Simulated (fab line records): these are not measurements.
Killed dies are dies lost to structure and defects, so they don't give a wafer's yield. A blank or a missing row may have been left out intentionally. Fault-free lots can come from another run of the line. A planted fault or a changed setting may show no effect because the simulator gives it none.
Chamber matching | flow n5-finfet | pecvd-03 running N5_BEOL_M10_ILD_DEP_00: 3 sister chambers
The step deposits SiCOH lowk from DEMS/porogen, target thk 308.51 nm, time 58 s. 3 wafers are shown with their chamber, then 11 later ones without.

== EACH WAFER AND ITS CHAMBER ==
wafer  | chamber | throttle-valve-pct (%)
L089.1 | 1       | 13.4
L089.2 | 0       | 13.6
L090.3 | 2       | 12.8

== WAFERS WHOSE CHAMBER IS MISSING ==
wafer  | throttle-valve-pct (%)
L090.4 | 12.5
L090.6 | 13.5
L093.1 | 12.5
L093.5 | 13.5
L093.6 | 13.9
L091.1 | 13.6
L091.2 | 12.7
L091.3 | 13.7
L091.4 | 13.4
L091.5 | 13.8
L091.6 | 13.0

== THE CHAMBER EACH PASSED THROUGH ==
wafer  | from the rows above     | in truth
L090.4 | 2                       | 2
L090.6 | can't be placed: 0 or 1 | 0
L093.1 | 2                       | 2
L093.5 | can't be placed: 0 or 1 | 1
L093.6 | can't be placed: 0 or 1 | 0
L091.1 | can't be placed: 0 or 1 | 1
L091.2 | 2                       | 2
L091.3 | can't be placed: 0 or 1 | 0
L091.4 | can't be placed: 1 or 0 | 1
L091.5 | can't be placed: 0 or 1 | 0
L091.6 | can't be placed: 2 or 1 | 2
Correctly placed: 3 of 11. Can't be placed from these rows: 8 (the true chamber is among the candidates in 8). Wrongly placed: 0.
How it was worked out, from the rows above alone: a wafer's distance from a chamber is the root of the sum, over the readings, of the square of ((its reading less the chamber's mean) divided by the reading's scatter). The wafer belongs to the nearest chamber; if the next one is less than 2 further off, it can't be placed. The mean given for a chamber averages the wafers shown for that chamber. The scatter: with one shown wafer a chamber, the root of the mean of the squares of how far each hidden wafer lies from its nearest shown one.
